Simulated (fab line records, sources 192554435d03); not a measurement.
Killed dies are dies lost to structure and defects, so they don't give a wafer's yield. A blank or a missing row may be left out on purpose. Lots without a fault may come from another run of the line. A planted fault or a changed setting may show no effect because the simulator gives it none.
Split-lot experiment | flow n5_finfet | 7 lots, 21 wafers read, on a route of 1938 steps

THE SPLIT
At N5_BEOL_M0_SAQP_ETCH_84 (etches SOC in N2/H2, target depth 100 nm, overetch 20 nm, time 150 s), the setting time_s was moved away from the recipe's 150 s on 8 of the 21 wafers read, by -20.3% to +10.3%. The other wafers ran this setting at the recipe's value.

The reading is taken at the split's own step.

THE READING
SiARC_of_BEOL_M0_SAQP_COAT_82.thk_nm (the simulator's own value, which no gauge read), in nm, at N5_BEOL_M0_SAQP_ETCH_84 (etches SOC in N2/H2, target depth 100 nm, overetch 20 nm, time 150 s). The file gives no usual value for it. The 13 wafers here that ran the recipe average 24.3 nm, standard deviation 0.097 nm.

wafer  | tool, chamber at the split | time_s as run, s | against the recipe | SiARC_of_BEOL_M0_SAQP_COAT_82.thk_nm, nm | against lot-mates on the recipe
L078.3 | rie_diel-03, 3             | 150              | recipe             | 24.4                                     | -
L078.5 | rie_diel-03, 2,1           | 150              | recipe             | 24.2                                     | -
L078.6 | rie_diel-03, 2,1           | 150              | recipe             | 24.2                                     | -
L079.1 | rie_diel-03, 2             | 150              | recipe             | 24.2                                     | -
L079.2 | rie_diel-03, 3             | 122.2            | -18.5%             | 25.6                                     | +1.3
L079.3 | rie_diel-03, 1             | 150              | recipe             | 24.4                                     | -
L084.2 | rie_diel-04, 2             | 119.6            | -20.3%             | 25.4                                     | +1.1
L084.3 | rie_diel-04, 1             | 150              | recipe             | 24.4                                     | -
L084.4 | rie_diel-04, 3             | 150              | recipe             | 24.2                                     | -
L086.1 | rie_diel-03, 0             | 150              | recipe             | 24.4                                     | -
L086.6 | rie_diel-03, 0             | 150              | recipe             | 24.4                                     | -
L086.5 | rie_diel-03, 1             | 163.8            | +9.2%              | 24                                       | -0.4
L089.2 | rie_diel-03, 1             | 150              | recipe             | 24.2                                     | -
L089.5 | rie_diel-03, 0             | 122.4            | -18.4%             | 25                                       | +0.8
L089.6 | rie_diel-03, 3             | 122.4            | -18.4%             | 25.4                                     | +1.2
L092.2 | rie_diel-04, 0,1           | 150              | recipe             | 24.2                                     | -
L092.3 | rie_diel-04, 0,1           | 150              | recipe             | 24.2                                     | -
L092.6 | rie_diel-04, 2             | 165.5            | +10.3%             | 23.6                                     | -0.6
L094.2 | rie_diel-04, 2             | 135.3            | -9.8%              | 24.8                                     | +0.6
L094.5 | rie_diel-04, 2             | 150              | recipe             | 24.2                                     | -
L094.6 | rie_diel-04, 1             | 135.3            | -9.8%              | 25                                       | +0.8
Where a row lists several chambers, the file gives one row for several wafers and doesn't say which wafer went through which chamber.

THE FIT
A straight line over all 21 wafers: SiARC_of_BEOL_M0_SAQP_COAT_82.thk_nm changes by -0.0561 nm for each +1% of time_s; r = -0.96; the points scatter about the line by 0.14 nm.
The same after taking each lot's own level away (the mean of its wafers on the recipe; 21 wafers): -0.058 nm for each +1%; r = -0.97; scatter 0.12 nm.
On that fit, the largest move of time_s shifts the reading by 1.2 nm.
The lots' own levels span 24.20 to 24.40 nm, that is 2.1 times the standard deviation above.
So the lot-to-lot level changes the slope little: the two slopes agree.
Check: with one of the wafers moved furthest among these (-20.3%) left out of the fit, the line predicts +1.22 nm for it against its lot-mates. It came out at +1.1 nm against them.

OTHER SPLITS ON THESE WAFERS
These wafers also went through other splits before the reading. Each is held against what the fit with the lots' levels taken away leaves over:
other split on the same wafers      | wafers away from the commonest value | r with SiARC_of_BEOL_M0_SAQP_COAT_82.thk_nm (lot level and that fit taken away)
N5_MOL_CONTACT_COAG_ETCH_124 bias_w | 7                                    | +0.15

THE FILE'S OWN FIT
SiARC_of_BEOL_M0_SAQP_COAT_82.thk_nm changes by -0.0591 nm for each +1% of time_s, r = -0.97.
